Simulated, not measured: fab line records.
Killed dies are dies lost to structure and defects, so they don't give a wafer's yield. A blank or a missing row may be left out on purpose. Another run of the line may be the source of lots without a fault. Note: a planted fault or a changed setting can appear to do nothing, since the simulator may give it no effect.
Struck lot and sound lot, side by side / flow nand-harc / 15 steps out of a route of 1302
Sound: the wafers L471.4, L471.5, L471.6. Struck: wafer L481.3. (L481.1, L481.4 of the same lot were not struck and are left out.) The cause comes at the end.
Per side, at each step with rows, come the tool, then ch with its chambers, and then its first start. Under that, the readings that differ: sound wafers / struck wafers / difference of the means / sigmas: that difference in standard deviations of wafers without a fault.
alike: a reading whose means differ by less than 2 such deviations, as well as words and numbers matching on both sides. not compared: withheld readings; readings where some wafer has no value; bounds like >300 that might hide an equal value; numbers whose values overlap and for which the record gives no deviation.
Wherever a step has rows on one side only, a row that says differs or no value, or a row with sigmas, the two part there. When numbers do not overlap yet have no deviation, they are printed without sigmas and do not part them. A reading missing from all wafers of one side parts the sides only when that side holds two or more wafers.

NHARC_A_DECK1_JOINT_ETCHBACK_00: etches the open film in HBr, target depth 30 nm, time 17.4 s.
  sound on rie-si-05 ch 2,3, day 12 15:07; struck on rie-si-03 ch 3, day 17 09:13
reading=oes-product-au (a.u.); sound=0.988 0.992 0.987; struck=1.017; difference=+0.028; sigmas=+3
  alike: chamber-pressure-mTorr, drypump-motor-current-A, rf-fwd-power-W, throttle-valve-pct
  not compared: rf-hours-counter-h
then, 8 steps without rows for these wafers: NHARC_A_DECK1_JOINT_PRECLEAN_30 (cleans in SC1); NHARC_A_DECK1_JOINT_SRD_31; NHARC_A_DECK1_JOINT_CVD_34 (deposits SiNx, target thk 20 nm); NHARC_A_DECK1_JOINT_DEP_06 (deposits SiOx, target thk 80 nm); NHARC_A_DECK1_JOINT_CURE_26 (time 32 s); NHARC_A_DECK1_JOINT_ANNEAL_27 (time 3600 s); NHARC_A_DECK1_JOINT_ANNEAL_28 (time 1800 s); NHARC_A_DECK1_JOINT_ANNEAL_29 (time 1800 s).
NHARC_A_DECK1_JOINT_CMP_02: polishes SiOx.
  sound on cmp-04 ch 0,1, day 13 11:24; struck on cmp-04 ch 3, day 18 08:13
  alike: motor-current-A
after that, 1 step had no rows for these wafers: NHARC_A_DECK1_JOINT_SRD_15.
NHARC_A_DECK1_JOINT_DEP_16: deposits SiO2, target thk 45 nm.
  sound on pecvd-04 ch 0,1,2, day 13 11:51; struck on pecvd-04 ch 0, day 18 08:38
reading=heater-power-w (W); sound=571 559 457; struck=263; difference=-266; sigmas=-3
reading=rf-fwd-power-W (W); sound=898.9 893.1 897.0; struck=1262.3; difference=+366.0; sigmas=+99 or more
reading=showerhead-vpp-V (V); sound=1829 2027 1840; struck=2165; difference=+266; sigmas=+3
  alike: chamber-pressure-Torr, susceptor-temp-C, throttle-valve-pct
NHARC_A_DECK1_JOINT_THK_MEAS_17: measures by ellipsometry.
  sound: film-metro-01 at day 13 12:03; struck: film-metro-01 at day 18 08:55
reading=thk-nm (nm); sound=46.2 45.5 45.0; struck=49.7; difference=+4.1; sigmas=+4
NHARC_A_DECK1_JOINT_INSPECT_05:
  sound: defect-inspect-02 at day 13 12:05; struck: defect-inspect-01 at day 18 08:58
  alike: raw-defect-count
after that, 1 step had no rows for these wafers: NHARC_END_SORT_01.

WHERE THEY PART
Earliest at NHARC_A_DECK1_JOINT_ETCHBACK_00; latest, in this record, at NHARC_A_DECK1_JOINT_THK_MEAS_17. Later steps at which nothing parts them and some readings are alike: NHARC_A_DECK1_JOINT_INSPECT_05.

WHY: what the simulator had put in
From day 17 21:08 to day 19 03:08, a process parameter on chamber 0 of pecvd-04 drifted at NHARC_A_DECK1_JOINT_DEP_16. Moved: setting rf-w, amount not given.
